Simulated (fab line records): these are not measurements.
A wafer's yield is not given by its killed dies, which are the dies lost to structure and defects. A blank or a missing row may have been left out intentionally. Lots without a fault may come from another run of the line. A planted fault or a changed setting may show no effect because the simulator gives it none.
A struck lot beside a sound one | flow nand harc | 14 steps out of a route of 1302
Sound: the wafers L335.1, L335.3, L335.6. The struck wafers were L350.2, L350.3, L350.6. Last of all comes the cause.
Order at every step that has rows: each side's tool, ch and its chambers, its first start. Under that, the readings that differ: sound wafers | struck wafers | difference of the means | sigmas: that difference in standard deviations of wafers without a fault.
alike: readings with means less than 2 such deviations apart, plus words and numbers identical on both sides. not compared: withheld readings, readings lacking a value on some wafer, bounds such as >300 that could conceal the same value, and numbers that have no deviation in the record and whose values overlap.
Wherever a step has rows on one side only, a row that says differs or no value, or a row with sigmas, the two part there. Numbers that have no deviation but don't overlap get no sigmas and don't part them. A reading that every wafer of one side lacks parts them only if that side has two wafers or more.

NHARC_A_WL_FILL_STRIP_27: strips in N2/H2, time 20 s.
  sound on plasma asher-02 ch 1, day 22 23:16; struck on plasma asher-02 ch 1, day 29 03:13
  alike: drypump motor current A, heater power w
  not compared: rf hours counter h
then, 4 steps without rows for these wafers: NHARC_A_WL_FILL_STRIP_28 (strips in post etch residue remover, time 1200 s); NHARC_A_WL_FILL_PRECLEAN_06 (cleans in DIW, time 300 s); NHARC_A_WL_FILL_SRD_07; NHARC_A_WL_FILL_ANNEAL_08 (time 1800 s).
NHARC_A_WL_FILL_ALD_10: deposits SiO2, target thk 50 nm, pulse time 10 s, ald cycles 500.
  sound on ald hk-03 ch 0,1, day 23 05:04; struck on ald hk-02 ch 0,1,2, day 29 08:46
  alike: heater power w, precursor pulse height rel
NHARC_A_WL_FILL_ETCHBACK_16: etches the open film in C4F8/O2/Ar, target depth 120 nm, time 24 s.
  sound on rie diel-13 ch 0,1,2; struck on rie diel-04 ch 0,3
  alike: bias w, oes product au, rf vpp V
  not compared: rf hours counter h
then, 1 step without rows for these wafers: NHARC_A_WL_FILL_STRIP_29 (strips in O2, time 20 s).
NHARC_A_WL_FILL_ETCHBACK_17: etches the open film in Cl2/BCl3, target depth 4 nm, time 26.7 s.
  sound on rie metal-02 ch 0,1, day 23 10:00; struck on rie metal-03 ch 0,1, day 29 13:05
  alike: drypump motor current A, oes product au
  not compared: rf hours counter h
then, 2 steps without rows for these wafers: NHARC_A_WL_FILL_PRECLEAN_18 (cleans in dHF, time 30 s); NHARC_A_WL_FILL_SRD_21.
NHARC_A_WL_FILL_CVD_23: deposits poly-Si, target thk 40 nm, time 800 s.
  sound on lpcvd poly-03 ch 0, day 23 12:31; struck on lpcvd poly-02 ch 0, day 30 21:43
NHARC_A_WL_FILL_ETCHBACK_26: etches the open film in HBr, target depth 52 nm, time 13.3 s.
  sound on rie si-01 ch 0,1,2, day 23 15:05; struck on rie si-01 ch 0,1,3, day 31 00:18
  alike: bias w, drypump motor current A, oes product au, throttle valve pct
  not compared: rf hours counter h
-- break in the record here, with 4 days between the starts of the struck wafers on either side (left off in module A_WL_FILL, picked up again in module END, where the first step shown is number 1302 on the route) --
NHARC_END_SORT_01:
  the record has rows for the struck wafers here (prober-02 ch 0, day 34 12:59) and none for the sound ones

## WHERE THEY PART
Within this record, at NHARC_END_SORT_01 only.

WHY: whatever the simulator had introduced
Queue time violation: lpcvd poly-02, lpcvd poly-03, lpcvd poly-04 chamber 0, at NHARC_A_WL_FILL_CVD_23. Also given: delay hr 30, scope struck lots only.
